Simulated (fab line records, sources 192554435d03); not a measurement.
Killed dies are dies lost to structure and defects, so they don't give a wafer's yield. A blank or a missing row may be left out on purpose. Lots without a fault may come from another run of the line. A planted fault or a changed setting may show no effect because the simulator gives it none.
Chamber matching | flow n5_finfet | N5_MOL_CONTACT_COAG_ALD_20 on ald_metal-02: 4 sister chambers
The step deposits TiN, target thk 1.5 nm, pulse time 1 s, purge time 3 s. 8 wafers are shown with their chamber, then 7 later ones without.

WAFERS WITH THEIR CHAMBER
wafer  | chamber | heater_power_w (W) | susceptor_temp_C (C)
L998.1 | 0       | 901                | 399.89
L999.1 | 3       | 895                | 399.80
L107.2 | 0       | 867                | 399.72
L108.1 | 2       | 885                | 400.10
L108.5 | 1       | 726                | 400.04
L108.6 | 2       | 885                | 400.14
L113.3 | 3       | 891                | 399.77
L113.5 | 1       | 752                | 399.85

WAFERS WITHOUT THEIR CHAMBER
wafer  | heater_power_w (W) | susceptor_temp_C (C)
L113.6 | 882                | 400.00
L117.1 | 872                | 400.15
L117.2 | 726                | 400.06
L117.6 | 925                | 399.78
L118.3 | 895                | 400.14
L118.5 | 866                | 399.99
L118.6 | 886                | 400.00

WHICH CHAMBER EACH WENT THROUGH
wafer  | from the rows above          | in truth
L113.6 | can't be placed: 2 or 0 or 3 | 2
L117.1 | 2                            | 2
L117.2 | 1                            | 1
L117.6 | can't be placed: 3 or 0      | 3
L118.3 | 2                            | 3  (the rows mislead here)
L118.5 | can't be placed: 2 or 0 or 3 | 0
L118.6 | can't be placed: 2 or 0 or 3 | 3
Placed correctly: 2 of 7. Can't be placed from these rows: 4 (the true chamber is among the candidates in 4). Placed wrongly: 1.
How it was worked out, from the rows above alone: a wafer's distance from a chamber is the root of the sum, over the readings, of the square of ((its reading less the chamber's mean) divided by the reading's scatter). The wafer belongs to the nearest chamber; if the next one is less than 2 further off, it can't be placed. A chamber's mean is the mean of its shown wafers. The scatter: the root of (the sum of the squares of (reading less its chamber's mean) over the shown wafers, divided by (wafers less chambers)).
